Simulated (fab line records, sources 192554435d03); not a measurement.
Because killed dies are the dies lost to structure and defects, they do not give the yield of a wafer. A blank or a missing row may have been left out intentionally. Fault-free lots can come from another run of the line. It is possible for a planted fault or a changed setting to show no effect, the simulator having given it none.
Which tool did it? || flow n5 finfet || Sampling: 12 lots, 36 wafers, 3 of 1938 route steps

== WHAT THE GAUGES SHOWED, per wafer ==
N5_BEOL_M4_RS_MEAS_58: the measuring method here is four-point-probe.
{"lot": "L077", "measured": "day 8 10:14", "on": "film metro-02", "M4_RS (ohm/sq)": "0.708 0.668 0.693"}
{"lot": "L076", "measured": "day 8 12:57", "on": "film metro-01", "M4_RS (ohm/sq)": "0.647 0.705 0.677"}
{"lot": "L079", "measured": "day 10 03:44", "on": "film metro-01", "M4_RS (ohm/sq)": "0.694 0.743 0.716"}
{"lot": "L082", "measured": "day 10 07:58", "on": "film metro-02", "M4_RS (ohm/sq)": "0.659 0.627 0.694"}
{"lot": "L083", "measured": "day 10 14:14", "on": "film metro-02", "M4_RS (ohm/sq)": "0.647 0.678 0.658"}
{"lot": "L084", "measured": "day 11 12:26", "on": "film metro-01", "M4_RS (ohm/sq)": "0.712 0.640 0.719"}
{"lot": "L088", "measured": "day 11 16:49", "on": "film metro-01", "M4_RS (ohm/sq)": "0.681 0.680 0.742"}
{"lot": "L089", "measured": "day 11 23:52", "on": "film metro-02", "M4_RS (ohm/sq)": "0.678 0.693 0.673"}
{"lot": "L091", "measured": "day 12 15:30", "on": "film metro-01", "M4_RS (ohm/sq)": "0.732 0.666 0.726"}
{"lot": "L093", "measured": "day 13 10:00", "on": "film metro-02", "M4_RS (ohm/sq)": "0.630 0.673 0.663"}
{"lot": "L094", "measured": "day 14 08:28", "on": "film metro-02", "M4_RS (ohm/sq)": "0.641 0.644 0.664"}
{"lot": "L097", "measured": "day 15 12:04", "on": "film metro-01", "M4_RS (ohm/sq)": "0.633 0.646 0.600"}

== TOOL THAT RAN EACH LOT (tool first, then ch and the chambers of the sampled wafers, then the start) ==
{"lot": "L077", "N5_BEOL_M4_SPUTTER_92": "pvd sputter-02, day 8 08:44", "N5_BEOL_M4_SPUTTER_94": "pvd sputter-02, day 8 08:58"}
{"lot": "L076", "N5_BEOL_M4_SPUTTER_92": "pvd sputter-02, day 8 11:28", "N5_BEOL_M4_SPUTTER_94": "pvd sputter-02, day 8 11:41"}
{"lot": "L079", "N5_BEOL_M4_SPUTTER_92": "pvd sputter-03, day 10 02:15", "N5_BEOL_M4_SPUTTER_94": "pvd sputter-03, day 10 02:28"}
{"lot": "L082", "N5_BEOL_M4_SPUTTER_92": "pvd sputter-02, day 10 06:15", "N5_BEOL_M4_SPUTTER_94": "pvd sputter-02, day 10 06:28"}
{"lot": "L083", "N5_BEOL_M4_SPUTTER_92": "pvd sputter-02, day 10 12:44", "N5_BEOL_M4_SPUTTER_94": "pvd sputter-02, day 10 12:58"}
{"lot": "L084", "N5_BEOL_M4_SPUTTER_92": "pvd sputter-02, day 11 10:51", "N5_BEOL_M4_SPUTTER_94": "pvd sputter-02, day 11 11:04"}
{"lot": "L088", "N5_BEOL_M4_SPUTTER_92": "pvd sputter-01, day 11 15:19", "N5_BEOL_M4_SPUTTER_94": "pvd sputter-01, day 11 15:32"}
{"lot": "L089", "N5_BEOL_M4_SPUTTER_92": "pvd sputter-01, day 11 22:23", "N5_BEOL_M4_SPUTTER_94": "pvd sputter-01, day 11 22:36"}
{"lot": "L091", "N5_BEOL_M4_SPUTTER_92": "pvd sputter-01, day 12 13:44", "N5_BEOL_M4_SPUTTER_94": "pvd sputter-01, day 12 13:57"}
{"lot": "L093", "N5_BEOL_M4_SPUTTER_92": "pvd sputter-02, day 13 08:31", "N5_BEOL_M4_SPUTTER_94": "pvd sputter-02, day 13 08:44"}
{"lot": "L094", "N5_BEOL_M4_SPUTTER_92": "pvd sputter-03, day 14 06:53", "N5_BEOL_M4_SPUTTER_94": "pvd sputter-03, day 14 07:07"}
{"lot": "L097", "N5_BEOL_M4_SPUTTER_92": "pvd sputter-03, day 15 10:34", "N5_BEOL_M4_SPUTTER_94": "pvd sputter-03, day 15 10:47"}
- N5_BEOL_M4_SPUTTER_92: material Cu, target thk 4.5 nm, time 8.29 s.
- N5_BEOL_M4_SPUTTER_94: material Cu, target thk 4.5 nm, time 8.29 s.

== THE ANSWER, worked out from the rows above alone ==
Rule: what is usual is taken from the lots themselves. The widest of any qualifying gaps counts: lots, ordered by their means at a reading, are off when they make up no more than a third of the lots, leave a main group of 4 or more, and stand apart from it by 3 or more times the standard deviation of that group's means. The tables above print the reading to a certain number of digits; a main group whose means all agree to those digits is not used. A lot without any number at a reading at which 4 lots or more have one is off too. Where the step has rows for the other lots, those lots are counted as sound.
No lot is off at any reading shown: from this, nothing can be told.

== WHAT THE SIMULATOR HAD INSERTED ==
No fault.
